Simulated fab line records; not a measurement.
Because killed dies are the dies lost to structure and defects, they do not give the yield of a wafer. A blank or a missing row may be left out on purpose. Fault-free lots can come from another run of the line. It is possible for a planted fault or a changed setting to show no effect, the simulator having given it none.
Chamber matching    flow n5_finfet    N5_BEOL_M11_PECVD_70 on pecvd-02: 3 sister chambers
The step deposits SiO2 from TEOS/O2, target thk 20 nm, time 22.7 s. 3 wafers are shown with their chamber, then 10 later ones without.

== EACH WAFER AND ITS CHAMBER ==
wafer   chamber  throttle_valve_pct (%)
L086.1  1        22.5
L089.5  2        22.0
L090.4  0        24.3

== WAFERS WITHOUT THEIR CHAMBER ==
wafer   throttle_valve_pct (%)
L090.6  22.7
L093.1  22.1
L093.2  24.4
L093.3  22.7
L096.2  22.2
L096.3  24.5
L096.6  22.2
L097.1  22.2
L097.3  22.6
L097.6  22.1

== WHICH CHAMBER EACH WENT THROUGH ==
wafer   from the rows above      in truth
L090.6  1                        1
L093.1  can't be placed: 2 or 1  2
L093.2  0                        0
L093.3  1                        1
L096.2  can't be placed: 2 or 1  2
L096.3  0                        0
L096.6  can't be placed: 2 or 1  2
L097.1  can't be placed: 2 or 1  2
L097.3  1                        1
L097.6  can't be placed: 2 or 1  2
Placed correctly: 5 of 10. Cannot be placed on the basis of these rows: 5; the candidates contain the true chamber in 5. Wrongly placed: 0.
How it was worked out, from the rows above alone: a wafer's distance from a chamber is the root of the sum, over the readings, of the square of ((its reading less the chamber's mean) divided by the reading's scatter). The wafer belongs to the nearest chamber; if the next one is less than 2 further off, it can't be placed. For every chamber, the mean is computed from those of its wafers that are shown. The scatter (one wafer shown for each chamber): square how far every hidden wafer sits from the nearest shown wafer, average those squares and take the square root.
